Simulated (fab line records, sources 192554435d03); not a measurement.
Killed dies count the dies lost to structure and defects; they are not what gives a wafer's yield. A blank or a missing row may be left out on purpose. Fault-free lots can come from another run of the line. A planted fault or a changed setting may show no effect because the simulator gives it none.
fab line records	flow n5Finfet
record lots=24	wafers=72	lastDay=18
route steps=1938 shown BEOL_M10@1504 BEOL_M11@1549
lots untouched by any fault: they come from a run of this same line in which no faults occurred
startH: hours from the record's first day to the start of the lot's first wafer shown	waitH: how many hours have passed since the lot's step before this one	" identical to the entry in the row above	L1.1+2: one row covering several wafers at once	- value missing, or start not given	* or withheld: withheld	< > ~ a bound
route shown NAME@n: names a module that has steps shown in the file, with the first one's number in the route	usual: mean/standard deviation of fault-free wafers	same: alike in all rows	chamber/n: place in a boat	sites: the reading at each site	_std_site: the values' standard deviation	_edge_site: the outer-site mean with the inner-site mean subtracted	radiusMm: for every site, how far away it sits from the centre of the wafer	mask NAME#n: copy n	behind: the most recent tool/chamber to have shaped the wafer	hold: why the lot went on hold/how many hours it stayed there/how the hold came to an end	device: the n, p or np transistor that did not switch	end of line: the tests these same wafers got at the end of their route	step lacking rows: just its recipe	killed: at the first sort, the dies lost to defects and structure; wafer yield is something else	map: a wafer's dies, x killed, . not, _ none there
set.NAME: setting as actually run; set.NAME@STEP: the setting as run at that earlier step	model.NAME: the simulator's own value behind a step, which no gauge read
steps of the route over a sample of lots; a table a step, a row a wafer
services: from which hour (startH, from the record's first day; less than 0 if before it) a tool's chamber was out of use, for how many hours, and why
## steps
# step N5_BEOL_M10_INSPECT_30
# recipe mode=adi	inspectInstrument=brightfield
# usual rawDefectCount=396/93
lot.wafer	tool	chamber	startH	waitH	rawDefectCount
L074.1	defectInspect-01	-	214.90	0.0	558
L074.2	"	-	"	"	454
L074.3	"	-	"	"	578
L075.1	defectInspect-01	-	217.00	0.0	287
L075.4	"	-	"	"	220
L075.6	"	-	"	"	335
L077.4	defectInspect-01	-	232.44	0.0	342
L077.5	"	-	"	"	489
L077.6	"	-	"	"	388
L076.3	defectInspect-02	-	235.61	0.0	367
L076.4	"	-	"	"	318
L076.5	"	-	"	"	423
L079.1	defectInspect-01	-	237.89	0.0	431
L079.2	"	-	"	"	501
L079.3	"	-	"	"	460
L078.2	defectInspect-02	-	244.71	0.0	291
L078.4	"	-	"	"	418
L078.5	"	-	"	"	424
L080.2	defectInspect-02	-	258.80	0.0	360
L080.4	"	-	"	"	404
L080.5	"	-	"	"	497
L083.1	defectInspect-01	-	263.08	0.0	448
L083.3	"	-	"	"	454
L083.4	"	-	"	"	449
L081.2	defectInspect-02	-	263.28	0.0	288
L081.3	"	-	"	"	464
L081.5	"	-	"	"	448
L082.1	defectInspect-01	-	270.31	0.0	494
L082.4	"	-	"	"	435
L082.6	"	-	"	"	344
L084.1	defectInspect-02	-	282.79	0.0	359
L084.4	"	-	"	"	507
L084.6	"	-	"	"	400
L085.1	defectInspect-01	-	290.92	0.0	249
L085.2	"	-	"	"	272
L085.3	"	-	"	"	361
L086.3	defectInspect-01	-	305.35	0.0	330
L086.4	"	-	"	"	417
L086.6	"	-	"	"	401
L089.2	defectInspect-01	-	310.69	0.0	358
L089.4	"	-	"	"	460
L089.5	"	-	"	"	541
L087.2	defectInspect-02	-	310.73	0.0	571
L087.3	"	-	"	"	556
L087.4	"	-	"	"	471
L088.3	defectInspect-02	-	312.38	0.0	443
L088.4	"	-	"	"	331
L088.5	"	-	"	"	486
L090.1	defectInspect-02	-	328.25	0.0	417
L090.2	"	-	"	"	461
L090.3	"	-	"	"	395
L091.1	defectInspect-01	-	334.79	0.0	349
L091.5	"	-	"	"	445
L091.6	"	-	"	"	377
L094.2	defectInspect-02	-	344.41	0.0	622
L094.3	"	-	"	"	389
L094.5	"	-	"	"	562
L093.2	defectInspect-02	-	347.45	0.0	310
L093.4	"	-	"	"	402
L093.6	"	-	"	"	301
L095.1	defectInspect-01	-	350.71	0.0	373
L095.4	"	-	"	"	315
L095.6	"	-	"	"	327
L092.1	defectInspect-01	-	360.73	0.0	312
L092.3	"	-	"	"	339
L092.4	"	-	"	"	422
L096.1	defectInspect-01	-	365.82	0.0	556
L096.4	"	-	"	"	603
L096.6	"	-	"	"	317
L097.2	defectInspect-02	-	387.74	0.0	285
L097.5	"	-	"	"	395
L097.6	"	-	"	"	239
# step N5_BEOL_M10_ETCH_66
# recipe chemistry=N2/H2	target=SOC	targetDepthA=1200	overetchA=240	maskMaterial=SiARC	tempC=40	timeS=180	ionEnergyEv=200	pressureMtorr=30	sourceW=840	biasW=150	n2FlowSccm=200	h2FlowSccm=200
# usual drypumpMotorCurrentA=5.4/0.43	oesProductAu=0.64/0.05	rfVppV=525.2/2.2	showerheadPlenumPTorr=2.59/0.074	throttleValvePct=17.87/0.3
lot.wafer	tool	chamber	startH	waitH	drypumpMotorCurrentA	oesProductAu	rfHoursCounterH	rfVppV	showerheadPlenumPTorr	throttleValvePct
L074.1	rieDiel-01	2	215.33	0.0	5.2	0.64	100	524.5	2.57	17.56
L074.2	"	3	"	"	5.8	0.62	132	525.3	2.55	18.18
L074.3	"	0	"	"	6.0	0.80	1	527.8	2.72	17.68
L075.1	rieDiel-02	1	217.28	0.0	5.0	0.64	110	526.7	2.69	17.89
L075.4	"	2	"	"	6.4	0.67	66	527.3	2.65	17.52
L075.6	"	1	"	"	5.0	0.65	-	527.5	2.69	17.88
L077.4	rieDiel-05	3	232.85	0.0	5.1	0.66	102	525.8	2.59	18.21
L077.5	"	1	"	"	5.6	0.61	-	527.1	2.62	17.24
L077.6	"	0	"	"	5.4	0.68	-	521.6	2.45	17.90
L076.3	rieDiel-05	1	235.73	0.0	5.6	0.60	158	526.1	2.62	17.25
L076.4	"	3	"	"	5.1	0.66	103	524.2	2.59	18.21
L076.5	"	3	"	"	5.1	0.67	-	523.7	2.59	18.20
L079.1	rieDiel-02	0	238.25	0.0	4.9	0.61	170	523.8	2.55	17.92
L079.2	"	2	"	"	6.3	0.67	71	529.1	2.65	17.54
L079.3	"	1	"	"	5.0	0.64	116	527.9	2.68	17.92
L078.2	rieDiel-02	2	245.27	0.0	6.3	0.66	74	527.3	2.65	17.55
L078.4	"	3	"	"	5.2	0.60	151	524.5	2.56	18.01
L078.5	"	1	"	"	5.0	0.63	-	527.7	2.68	17.91
L080.2	rieDiel-01	2	258.95	0.0	5.2	0.62	117	525.2	2.57	17.59
L080.4	"	1	"	"	5.7	0.67	-	528.6	2.70	18.18
L080.5	"	2	"	"	5.2	0.63	-	524.2	2.57	17.61
L083.1	rieDiel-01	1	263.34	0.0	5.7	0.68	61	527.5	2.70	18.18
L083.3	"	3	"	"	5.7	0.60	153	524.2	2.54	18.23
L083.4	"	0	"	"	6.1	0.76	14	529.5	2.72	17.69
L081.2	rieDiel-05	2	263.40	0.0	5.1	0.76	16	524.8	2.62	17.60
L081.3	"	0	"	"	5.4	0.67	86	520.1	2.45	17.90
L081.5	"	2	"	"	5.2	0.75	-	526.3	2.62	17.60
L082.1	rieDiel-01	1	270.43	0.0	5.7	0.66	63	527.5	2.70	18.20
L082.4	"	2	"	"	5.2	0.63	121	524.6	2.57	17.61
L082.6	"	0	"	"	6.1	0.75	-	528.8	2.72	17.71
L084.1	rieDiel-05	1	283.03	0.0	5.6	0.59	175	526.9	2.61	17.28
L084.4	"	0	"	"	5.4	0.66	93	522.5	2.44	17.94
L084.6	"	1	"	"	5.6	0.59	-	526.8	2.61	17.28
L085.1	rieDiel-02	1	291.04	0.0	5.0	0.62	136	527.1	2.67	17.93
L085.2	"	2	"	"	6.4	0.65	90	529.4	2.64	17.56
L085.3	"	3	"	"	5.2	0.59	167	523.3	2.55	18.03
L086.3	rieDiel-01	0	305.47	0.0	6.0	0.73	28	527.8	2.71	17.72
L086.4	"	3	"	"	5.7	0.59	168	524.9	2.53	18.26
L086.6	"	0	"	"	6.0	0.73	-	528.9	2.71	17.72
L089.2	rieDiel-01	1	310.81	0.0	5.7	0.66	74	526.6	2.70	18.21
L089.4	"	2	"	"	5.1	0.61	137	525.1	2.56	17.64
L089.5	"	1	"	"	5.7	0.66	-	526.3	2.70	18.22
L087.2	rieDiel-02	2	311.01	0.0	6.4	0.65	95	527.7	2.64	17.57
L087.3	"	1	"	"	5.0	0.62	141	526.9	2.67	17.95
L087.4	"	0	"	"	4.9	0.59	195	522.9	2.54	17.97
L088.3	rieDiel-05	2	312.50	0.0	5.2	0.72	32	524.3	2.61	17.64
L088.4	"	1	"	"	5.6	0.59	184	525.7	2.61	17.31
L088.5	"	1	"	"	5.6	0.59	-	527.1	2.61	17.29
L090.1	rieDiel-01	0	328.37	0.0	6.1	0.72	36	528.5	2.71	17.74
L090.2	"	2	"	"	5.2	0.60	142	525.1	2.56	17.63
L090.3	"	3	"	"	5.7	0.59	176	522.8	2.53	18.26
L091.1	rieDiel-05	2	335.13	0.0	5.1	0.71	39	525.7	2.61	17.65
L091.5	"	3	"	"	5.1	0.63	-	524.9	2.58	18.28
L091.6	"	2	"	"	5.2	0.71	-	526.1	2.61	17.66
L094.2	rieDiel-02	0	344.59	0.0	4.9	0.58	208	523.0	2.53	18.00
L094.3	"	2	"	"	6.3	0.63	107	526.1	2.64	17.60
L094.5	"	3	"	"	5.2	0.58	-	523.5	2.54	18.07
L093.2	rieDiel-05	2	347.62	0.0	5.1	0.71	43	524.2	2.61	17.65
L093.4	"	1	"	"	5.6	0.58	194	526.1	2.60	17.30
L093.6	"	3	"	"	5.1	0.63	-	523.1	2.58	18.28
L095.1	rieDiel-05	1	351.41	0.0	5.6	0.58	196	526.6	2.60	17.32
L095.4	"	0	"	"	5.4	0.65	113	520.8	2.44	17.96
L095.6	"	3	"	"	5.1	0.62	-	523.5	2.58	18.27
L092.1	rieDiel-01	0	360.89	0.0	6.1	0.70	47	528.5	2.70	17.75
L092.3	"	2	"	"	5.2	0.60	154	522.6	2.55	17.65
L092.4	"	1	"	"	5.7	0.65	91	529.7	2.69	18.24
L096.1	rieDiel-02	0	365.94	0.0	4.9	0.58	215	521.6	2.53	18.00
L096.4	"	2	"	"	6.4	0.64	114	527.2	2.63	17.62
L096.6	"	0	"	"	4.9	0.58	-	522.9	2.53	18.01
L097.2	rieDiel-02	1	387.89	0.0	5.0	0.61	168	526.5	2.66	18.00
L097.5	"	3	"	"	5.2	0.57	-	523.6	2.54	18.10
L097.6	"	2	"	"	6.4	0.63	-	526.5	2.63	17.63
# step N5_BEOL_M10_SURFACE_TREAT_76
# recipe gas=Ar	timeS=*	ionEnergyEv=*	ionCurrentMaCm2=0.5	pressureMtorr=*	arFlowSccm=30
# usual arFlowSccm=30.00/0.089	throttleValvePct=*
lot.wafer	tool	chamber	startH	waitH	arFlowSccm	throttleValvePct
L074.1	pvdSputter-02	-	217.04	0.2	29.96	*
L074.2	"	-	"	"	29.86	*
L074.3	"	-	"	"	30.13	*
L075.1	pvdSputter-03	-	220.25	0.3	30.01	*
L075.4	"	-	"	"	29.93	*
L075.6	"	-	"	"	29.94	*
L077.4	pvdSputter-02	-	234.25	0.2	30.12	*
L077.5	"	-	"	"	29.77	*
L077.6	"	-	"	"	29.72	*
L076.3	pvdSputter-01	-	237.14	0.2	29.95	*
L076.4	"	-	"	"	30.10	*
L076.5	"	-	"	"	30.08	*
L079.1	pvdSputter-01	-	239.80	0.2	30.13	*
L079.2	"	-	"	"	30.01	*
L079.3	"	-	"	"	30.10	*
L078.2	pvdSputter-01	-	246.95	0.2	30.04	*
L078.4	"	-	"	"	30.18	*
L078.5	"	-	"	"	30.14	*
L080.2	pvdSputter-01	-	260.63	0.2	29.98	*
L080.4	"	-	"	"	30.03	*
L080.5	"	-	"	"	30.06	*
L083.1	pvdSputter-02	-	264.74	0.2	30.14	*
L083.3	"	-	"	"	30.06	*
L083.4	"	-	"	"	30.08	*
L081.2	pvdSputter-02	-	264.95	0.2	30.15	*
L081.3	"	-	"	"	30.05	*
L081.5	"	-	"	"	30.05	*
L082.1	pvdSputter-01	-	272.08	0.2	29.95	*
L082.4	"	-	"	"	30.08	*
L082.6	"	-	"	"	30.02	*
L084.1	pvdSputter-03	-	284.49	0.2	30.06	*
L084.4	"	-	"	"	30.01	*
L084.6	"	-	"	"	29.97	*
L085.1	pvdSputter-03	-	292.43	0.2	29.95	*
L085.2	"	-	"	"	29.91	*
L085.3	"	-	"	"	29.82	*
L086.3	pvdSputter-03	-	307.18	0.3	30.09	*
L086.4	"	-	"	"	29.91	*
L086.6	"	-	"	"	30.02	*
L089.2	pvdSputter-03	-	312.18	0.2	29.96	*
L089.4	"	-	"	"	29.98	*
L089.5	"	-	"	"	30.02	*
L087.2	pvdSputter-01	-	312.52	0.2	29.98	*
L087.3	"	-	"	"	30.02	*
L087.4	"	-	"	"	29.86	*
L088.3	pvdSputter-03	-	315.53	0.2	30.00	*
L088.4	"	-	"	"	30.09	*
L088.5	"	-	"	"	29.92	*
L090.1	pvdSputter-01	-	329.75	0.2	29.87	*
L090.2	"	-	"	"	29.96	*
L090.3	"	-	"	"	29.98	*
L091.1	pvdSputter-01	-	336.71	0.3	29.80	*
L091.5	"	-	"	"	30.03	*
L091.6	"	-	"	"	29.87	*
L094.2	pvdSputter-01	-	345.96	0.2	30.02	*
L094.3	"	-	"	"	30.07	*
L094.5	"	-	"	"	29.81	*
L093.2	pvdSputter-02	-	349.46	0.3	30.06	*
L093.4	"	-	"	"	30.02	*
L093.6	"	-	"	"	29.89	*
L095.1	pvdSputter-01	-	354.94	0.2	29.88	*
L095.4	"	-	"	"	29.97	*
L095.6	"	-	"	"	30.13	*
L092.1	pvdSputter-03	-	364.50	0.2	30.01	*
L092.3	"	-	"	"	30.12	*
L092.4	"	-	"	"	30.03	*
L096.1	pvdSputter-03	-	368.31	0.2	30.00	*
L096.4	"	-	"	"	29.93	*
L096.6	"	-	"	"	29.95	*
L097.2	pvdSputter-03	-	389.61	0.2	30.04	*
L097.5	"	-	"	"	29.86	*
L097.6	"	-	"	"	29.97	*
# step N5_BEOL_M10_DEP_56
# recipe material=SiCN	targetThkA=150	tempC=withheld	precursor=3MS/NH3	pressureTorr=3	rfW=202	timeS=26.5
# usual showerheadPlenumPTorr=3.671/0.014	throttleValvePct=8.9/0.31
lot.wafer	tool	chamber	startH	waitH	showerheadPlenumPTorr	throttleValvePct
L074.1	pecvd-04	2	218.68	0.0	3.698	8.9
L074.2	"	1	"	"	3.676	8.9
L074.3	"	0	"	"	3.689	9.1
L075.1	pecvd-03	1	221.49	0.0	3.666	9.5
L075.4	"	0	"	"	3.652	9.2
L075.6	"	1	"	"	3.676	9.3
L077.4	pecvd-01	2	235.91	0.0	3.671	8.5
L077.5	"	1	"	"	3.667	8.7
L077.6	"	0	"	"	3.681	8.6
L076.3	pecvd-01	1	238.31	0.0	3.657	8.6
L076.4	"	1	"	"	3.658	8.8
L076.5	"	0	"	"	3.686	8.9
L079.1	pecvd-03	1	241.03	0.0	3.674	9.0
L079.2	"	0	"	"	3.660	9.1
L079.3	"	2	"	"	3.655	8.9
L078.2	pecvd-01	0	248.02	0.0	3.688	8.9
L078.4	"	0	"	"	3.677	8.8
L078.5	"	2	"	"	3.678	8.3
L080.2	pecvd-01	2	261.88	0.0	3.673	8.7
L080.4	"	0	"	"	3.683	8.7
L080.5	"	2	"	"	3.673	8.3
L083.1	pecvd-03	1	266.07	0.0	3.665	9.2
L083.3	"	2	"	"	3.659	8.7
L083.4	"	2	"	"	3.671	8.8
L081.2	pecvd-03	1	266.39	0.0	3.667	9.4
L081.3	"	0	"	"	3.652	9.1
L081.5	"	2	"	"	3.660	8.8
L082.1	pecvd-01	0	274.48	0.0	3.673	8.9
L082.4	"	1	"	"	3.661	8.6
L082.6	"	2	"	"	3.663	8.4
L084.1	pecvd-01	0	285.77	0.0	3.679	8.7
L084.4	"	0	"	"	3.687	8.9
L084.6	"	1	"	"	3.663	8.7
L085.1	pecvd-04	0	293.62	0.0	3.683	9.1
L085.2	"	2	"	"	3.693	9.0
L085.3	"	1	"	"	3.671	9.0
L086.3	pecvd-04	0	308.53	0.0	3.683	8.9
L086.4	"	2	"	"	3.710	8.7
L086.6	"	1	"	"	3.659	8.8
L089.2	pecvd-03	2	313.24	0.0	3.667	9.0
L089.4	"	1	"	"	3.680	9.7
L089.5	"	0	"	"	3.659	8.9
L087.2	pecvd-04	1	313.59	0.0	3.672	9.0
L087.3	"	2	"	"	3.703	9.1
L087.4	"	2	"	"	3.696	8.9
L088.3	pecvd-01	0	316.61	0.0	3.681	9.2
L088.4	"	1	"	"	3.657	8.7
L088.5	"	0	"	"	3.684	8.9
L090.1	pecvd-01	1	330.92	0.0	3.667	8.7
L090.2	"	2	"	"	3.665	8.4
L090.3	"	0	"	"	3.686	8.7
L091.1	pecvd-03	2	338.40	0.0	3.665	8.6
L091.5	"	0	"	"	3.654	9.1
L091.6	"	1	"	"	3.665	9.5
L094.2	pecvd-04	1	347.12	0.0	3.668	8.9
L094.3	"	0	"	"	3.689	9.0
L094.5	"	2	"	"	3.701	9.1
L093.2	pecvd-03	2	351.91	0.0	3.666	8.6
L093.4	"	0	"	"	3.654	9.1
L093.6	"	0	"	"	3.653	9.3
L095.1	pecvd-01	2	356.02	0.0	3.669	8.5
L095.4	"	2	"	"	3.670	8.5
L095.6	"	0	"	"	3.680	9.0
L092.1	pecvd-03	1	365.71	0.0	3.671	9.3
L092.3	"	0	"	"	3.659	9.2
L092.4	"	2	"	"	3.665	8.7
L096.1	pecvd-01	2	369.41	0.0	3.663	8.4
L096.4	"	1	"	"	3.667	9.0
L096.6	"	2	"	"	3.658	8.7
L097.2	pecvd-01	1	390.78	0.0	3.668	8.7
L097.5	"	2	"	"	3.668	8.6
L097.6	"	0	"	"	3.682	8.9
# step N5_BEOL_M11_CD_MEAS_11
# recipe targetCdNm=64.1	landingEnergyEv=500	detector=seInlens	polarity=opening
# usual cdNm=64.1/0.78
lot.wafer	tool	chamber	startH	waitH	cdNm
L074.1	cdSem-03	0	221.06	-	64.2
L074.2	"	0	"	"	64.6
L074.3	"	0	"	"	63.7
L075.1	cdSem-03	0	225.83	-	64.4
L075.4	"	0	"	"	64.2
L075.6	"	0	"	"	64.3
L077.4	cdSem-01	0	237.60	-	63.3
L077.5	"	0	"	"	64.3
L077.6	"	0	"	"	64.7
L076.3	cdSem-01	0	240.70	-	64.1
L076.4	"	0	"	"	64.0
L076.5	"	0	"	"	63.9
L079.1	cdSem-03	0	242.64	-	63.4
L079.2	"	0	"	"	63.7
L079.3	"	0	"	"	64.4
L078.2	cdSem-02	0	250.22	-	64.0
L078.4	"	0	"	"	63.7
L078.5	"	0	"	"	63.9
L080.2	cdSem-01	0	263.59	-	64.0
L080.4	"	0	"	"	63.2
L080.5	"	0	"	"	62.4
L083.1	cdSem-02	0	269.95	-	65.4
L083.3	"	0	"	"	64.4
L083.4	"	0	"	"	64.1
L081.2	cdSem-02	0	270.26	-	64.5
L081.3	"	0	"	"	64.5
L081.5	"	0	"	"	64.2
L082.1	cdSem-02	0	277.45	-	63.6
L082.4	"	0	"	"	63.1
L082.6	"	0	"	"	62.9
L084.1	cdSem-01	0	288.65	-	63.4
L084.4	"	0	"	"	64.0
L084.6	"	0	"	"	64.5
L085.1	cdSem-03	0	295.74	-	64.4
L085.2	"	0	"	"	64.6
L085.3	"	0	"	"	65.0
L086.3	cdSem-02	0	312.88	-	65.2
L086.4	"	0	"	"	64.8
L086.6	"	0	"	"	65.0
L089.2	cdSem-03	0	315.66	-	64.9
L089.4	"	0	"	"	64.4
L089.5	"	0	"	"	64.2
L087.2	cdSem-03	0	315.96	-	64.5
L087.3	"	0	"	"	64.7
L087.4	"	0	"	"	65.6
L088.3	cdSem-03	0	318.51	-	63.0
L088.4	"	0	"	"	63.3
L088.5	"	0	"	"	64.6
L090.1	cdSem-03	0	332.99	-	64.3
L090.2	"	0	"	"	63.9
L090.3	"	0	"	"	63.6
L091.1	cdSem-02	0	342.58	-	64.7
L091.5	"	0	"	"	65.5
L091.6	"	0	"	"	64.7
L094.2	cdSem-02	0	349.32	-	62.6
L094.3	"	0	"	"	62.0
L094.5	"	0	"	"	63.3
L093.2	cdSem-01	0	355.09	-	63.9
L093.4	"	0	"	"	63.6
L093.6	"	0	"	"	64.8
L095.1	cdSem-01	0	359.56	-	64.9
L095.4	"	0	"	"	64.1
L095.6	"	0	"	"	64.8
L092.1	cdSem-01	0	368.59	-	63.9
L092.3	"	0	"	"	65.0
L092.4	"	0	"	"	64.7
L096.1	cdSem-01	0	372.07	-	64.9
L096.4	"	0	"	"	64.2
L096.6	"	0	"	"	64.7
L097.2	cdSem-03	0	394.40	-	64.5
L097.5	"	0	"	"	63.2
L097.6	"	0	"	"	62.6
# step N5_BEOL_M11_STRIP_77
# recipe chemistry=N2/H2	timeS=10	powerW=450	tempC=40	pressureMtorr=20	rfFrequencyHz=6e+07	biasPowerW=7	n2FlowSccm=200	h2FlowSccm=200
# usual drypumpMotorCurrentA=5.9/0.3	oesProductAu=0.82/0.086	rfVppV=59.2/0.84	showerheadPlenumPTorr=2.52/0.11	throttleValvePct=23.5/0.33
lot.wafer	tool	chamber	startH	waitH	drypumpMotorCurrentA	oesProductAu	rfHoursCounterH	rfVppV	showerheadPlenumPTorr	throttleValvePct
L074.1	rieDiel-03	0	-	-	5.9	0.86	51	59.7	2.57	24.1
L074.2	"	1	"	"	5.6	0.72	203	58.9	2.40	24.0
L074.3	"	2	"	"	6.6	0.96	7	58.8	2.47	22.8
L075.1	rieDiel-04	2	-	-	6.1	0.96	6	59.5	2.60	23.4
L075.4	"	0	"	"	5.4	0.74	181	59.0	2.41	23.2
L075.6	"	0	"	"	5.4	0.73	-	58.6	2.41	23.2
L077.4	rieDiel-04	2	-	-	6.0	0.94	10	59.1	2.60	23.4
L077.5	"	3	"	"	5.7	0.77	-	58.4	2.33	23.2
L077.6	"	2	"	"	6.1	0.95	-	58.7	2.60	23.4
L076.3	rieDiel-06	1	-	-	6.2	0.86	46	57.4	2.48	23.8
L076.4	"	3	"	"	6.0	0.75	146	59.5	2.42	23.5
L076.5	"	3	"	"	6.0	0.76	-	58.5	2.42	23.5
L079.1	rieDiel-06	1	-	-	6.2	0.87	47	59.0	2.48	23.8
L079.2	"	3	"	"	6.0	0.74	147	58.7	2.42	23.5
L079.3	"	2	"	"	5.9	0.93	6	59.4	2.60	23.4
L078.2	rieDiel-04	3	-	-	5.7	0.77	142	58.0	2.33	23.3
L078.4	"	3	"	"	5.6	0.76	-	58.2	2.33	23.3
L078.5	"	1	"	"	6.1	0.72	-	58.4	2.59	23.3
L080.2	rieDiel-03	2	-	-	6.6	0.92	21	59.6	2.47	22.8
L080.4	"	0	"	"	5.9	0.83	65	60.0	2.57	24.1
L080.5	"	3	"	"	5.6	0.95	-	59.4	2.71	23.1
L083.1	rieDiel-06	2	-	-	5.9	0.90	16	58.6	2.60	23.4
L083.3	"	3	"	"	6.0	0.74	157	59.2	2.41	23.5
L083.4	"	1	"	"	6.2	0.86	57	58.4	2.47	23.8
L081.2	rieDiel-06	1	-	-	6.2	0.87	58	59.1	2.47	23.8
L081.3	"	2	"	"	5.9	0.90	17	60.1	2.60	23.4
L081.5	"	3	"	"	6.0	0.74	-	59.6	2.41	23.5
L082.1	rieDiel-06	0	-	-	5.4	0.94	4	59.6	2.69	23.3
L082.4	"	1	"	"	6.2	0.85	60	58.7	2.47	23.8
L082.6	"	2	"	"	5.9	0.89	-	58.8	2.60	23.4
L084.1	rieDiel-03	3	-	-	5.5	0.93	12	59.7	2.70	23.1
L084.4	"	2	"	"	6.5	0.91	-	60.5	2.46	22.8
L084.6	"	3	"	"	5.5	0.92	-	59.6	2.70	23.1
L085.1	rieDiel-06	1	-	-	6.2	0.85	65	58.2	2.47	23.8
L085.2	"	0	"	"	5.5	0.93	10	59.0	2.69	23.4
L085.3	"	2	"	"	5.9	0.88	25	60.6	2.60	23.5
L086.3	rieDiel-06	3	-	-	6.0	0.74	169	59.6	2.41	23.5
L086.4	"	1	"	"	6.2	0.86	68	58.4	2.47	23.8
L086.6	"	3	"	"	6.0	0.74	-	56.8	2.41	23.5
L089.2	rieDiel-03	1	-	-	5.6	0.71	232	58.8	2.39	24.0
L089.4	"	0	"	"	5.9	0.82	78	58.0	2.56	24.1
L089.5	"	3	"	"	5.5	0.90	-	59.3	2.70	23.1
L087.2	rieDiel-06	3	-	-	5.9	0.74	170	59.0	2.41	23.5
L087.3	"	1	"	"	6.2	0.84	69	58.4	2.47	23.8
L087.4	"	0	"	"	5.5	0.91	14	59.2	2.69	23.4
L088.3	rieDiel-03	0	-	-	5.8	0.81	79	58.6	2.56	24.1
L088.4	"	1	"	"	5.6	0.70	233	59.7	2.39	24.0
L088.5	"	0	"	"	5.8	0.81	-	58.7	2.56	24.2
L090.1	rieDiel-04	0	-	-	5.5	0.72	206	58.4	2.40	23.3
L090.2	"	1	"	"	6.2	0.69	216	60.0	2.59	23.3
L090.3	"	2	"	"	6.1	0.89	38	60.6	2.58	23.4
L091.1	rieDiel-06	3	-	-	6.0	0.74	176	58.3	2.41	23.5
L091.5	"	1	"	"	6.2	0.83	-	58.9	2.47	23.8
L091.6	"	2	"	"	5.9	0.87	-	58.8	2.59	23.5
L094.2	rieDiel-06	3	-	-	6.0	0.73	178	59.8	2.40	23.5
L094.3	"	2	"	"	5.9	0.87	38	59.1	2.59	23.5
L094.5	"	2	"	"	5.9	0.86	-	60.2	2.59	23.5
L093.2	rieDiel-04	1	-	-	6.2	0.70	223	60.4	2.58	23.3
L093.4	"	3	"	"	5.7	0.74	172	58.7	2.32	23.3
L093.6	"	0	"	"	5.4	0.71	-	59.0	2.39	23.3
L095.1	rieDiel-04	3	-	-	5.7	0.75	172	58.5	2.32	23.3
L095.4	"	1	"	"	6.2	0.69	224	58.8	2.58	23.3
L095.6	"	1	"	"	6.2	0.69	-	61.0	2.58	23.3
L092.1	rieDiel-03	0	-	-	5.9	0.79	95	59.8	2.55	24.2
L092.3	"	3	"	"	5.5	0.87	37	58.6	2.69	23.2
L092.4	"	1	"	"	5.6	0.69	249	58.0	2.39	24.0
L096.1	rieDiel-06	3	-	-	6.0	0.72	184	59.8	2.40	23.5
L096.4	"	1	"	"	6.2	0.82	85	58.5	2.46	23.8
L096.6	"	2	"	"	5.9	0.85	-	57.9	2.59	23.5
L097.2	rieDiel-06	2	-	-	5.9	0.84	51	59.8	2.59	23.5
L097.5	"	1	"	"	6.2	0.81	-	58.7	2.46	23.9
L097.6	"	2	"	"	5.9	0.84	-	59.8	2.59	23.5
## services
tool	chamber	startH	hours	kind
rieDiel-02	-	201.05	2.8	pm
rieDiel-06	-	201.59	2.8	pm
rieDiel-04	0	209.83	5.8	repair
pecvd-01	-	242.73	2.0	repair
rieDiel-04	0	250.43	17.9	repair
rieDiel-05	3	264.39	4.8	repair
rieDiel-03	-	267.61	2.8	pm
pecvd-01	1	268.27	3.6	repair
rieDiel-05	-	272.79	2.8	pm
rieDiel-03	3	285.89	4.9	repair
rieDiel-01	1	293.56	7.0	repair
rieDiel-05	0	301.41	5.1	repair
pvdSputter-02	-	305.99	6.3	repair
pecvd-01	2	314.61	4.8	repair
rieDiel-06	-	318.79	1.1	repair
rieDiel-02	2	322.94	2.0	repair
pecvd-01	-	337.11	14.6	pm
rieDiel-04	0	341.79	8.0	repair
pecvd-04	-	350.50	5.5	pm
pvdSputter-02	-	359.20	3.8	repair
rieDiel-05	0	366.04	5.1	repair
rieDiel-06	0	366.77	5.4	repair
rieDiel-01	-	373.38	0.9	repair
rieDiel-04	0	391.03	6.1	repair
## key
fault none
